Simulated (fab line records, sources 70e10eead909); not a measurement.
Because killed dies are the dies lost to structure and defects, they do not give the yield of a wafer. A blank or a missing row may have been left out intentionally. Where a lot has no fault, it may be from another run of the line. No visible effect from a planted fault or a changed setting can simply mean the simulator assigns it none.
A struck lot beside a sound one    flow nand-harc    13 out of 1302 route steps
Sound: wafers L313.1, L313.3, L313.6. Struck: wafer L323.6. At the end, the cause is stated.
At each step with rows: each side's tool, then ch and its chambers, then its first start. Under that, the readings that differ: sound wafers    struck wafers    difference of the means    sigmas: that difference in standard deviations of wafers without a fault.
alike: a reading whose means differ by less than 2 such deviations, as well as words and numbers matching on both sides. not compared: withheld readings; readings where some wafer has no value; bounds like >300 that might hide an equal value; numbers whose values overlap and for which the record gives no deviation.
A row with sigmas, a row that says differs or no value, or rows on one side alone: a step with any of these is where the two part. Non-overlapping numbers with no deviation appear without sigmas and do not part them. A reading missing from all wafers of one side parts the sides only when that side holds two or more wafers.

first, 2 steps without rows for these wafers: NHARC_A_DECK1_JOINT_ANNEAL_28 (time 1800 s); NHARC_A_DECK1_JOINT_ANNEAL_29 (time 1800 s).
NHARC_A_DECK1_JOINT_CMP_02: polishes SiOx.
  sound on cmp-01 ch 0,2, day 14 01:43; struck on cmp-03 ch 0, day 18 11:41
  alike: motor-current-A
after that, 1 step had no rows for these wafers: NHARC_A_DECK1_JOINT_SRD_15.
NHARC_A_DECK1_JOINT_DEP_16: deposits SiO2, target thk 45 nm.
  sound on pecvd-03 ch 0,1, day 14 02:49; struck on pecvd-03 ch 0, day 18 12:04
  alike: chamber-pressure-Torr, heater-power-w, susceptor-temp-C, throttle-valve-pct
NHARC_A_DECK1_JOINT_THK_MEAS_17: measures by ellipsometry.
  struck on film-metro-02, day 18 12:16; sound on film-metro-02, day 14 03:04
  alike: thk-nm
NHARC_A_DECK1_JOINT_INSPECT_05:
  struck on defect-inspect-01, day 18 12:18; sound on defect-inspect-02, day 14 03:06
  alike: raw-defect-count
next comes 1 step that has no rows for these wafers: NHARC_A_ONON_D2_DEP_00 (target thickness 1000 nm).
NHARC_A_ONON_D2_THK_MEAS_02: measures by ellipsometry.
  struck on film-metro-02, day 18 12:53; sound on film-metro-02, day 14 03:43
  alike: thk-nm
next comes 1 step that has no rows for these wafers: NHARC_A_ONON_D2_DEP_03 (target thickness 1000 nm).
NHARC_A_ONON_D2_THK_MEAS_05: measures by ellipsometry.
  struck on film-metro-01, day 18 13:26; sound on film-metro-02, day 14 04:17
  alike: thk-nm
NHARC_A_ONON_D2_DEP_06: target thk 1000 nm.
  sound on pecvd-onon-02 ch 0, day 14 04:20; struck on pecvd-onon-02 ch 0, day 18 13:47
  alike: nh3-flow-sccm, susceptor-temp-C
NHARC_A_ONON_D2_THK_MEAS_08: measures by ellipsometry.
  struck on film-metro-02, day 18 14:11; sound on film-metro-01, day 14 04:50
reading      sound        struck  difference  sigmas
thk-nm (nm)  996 996 995  911     -85         -11
  not compared: hold

== WHERE THEY PART ==
Only at NHARC_A_ONON_D2_THK_MEAS_08, as far as this record shows.

WHY: the cause the simulator had injected
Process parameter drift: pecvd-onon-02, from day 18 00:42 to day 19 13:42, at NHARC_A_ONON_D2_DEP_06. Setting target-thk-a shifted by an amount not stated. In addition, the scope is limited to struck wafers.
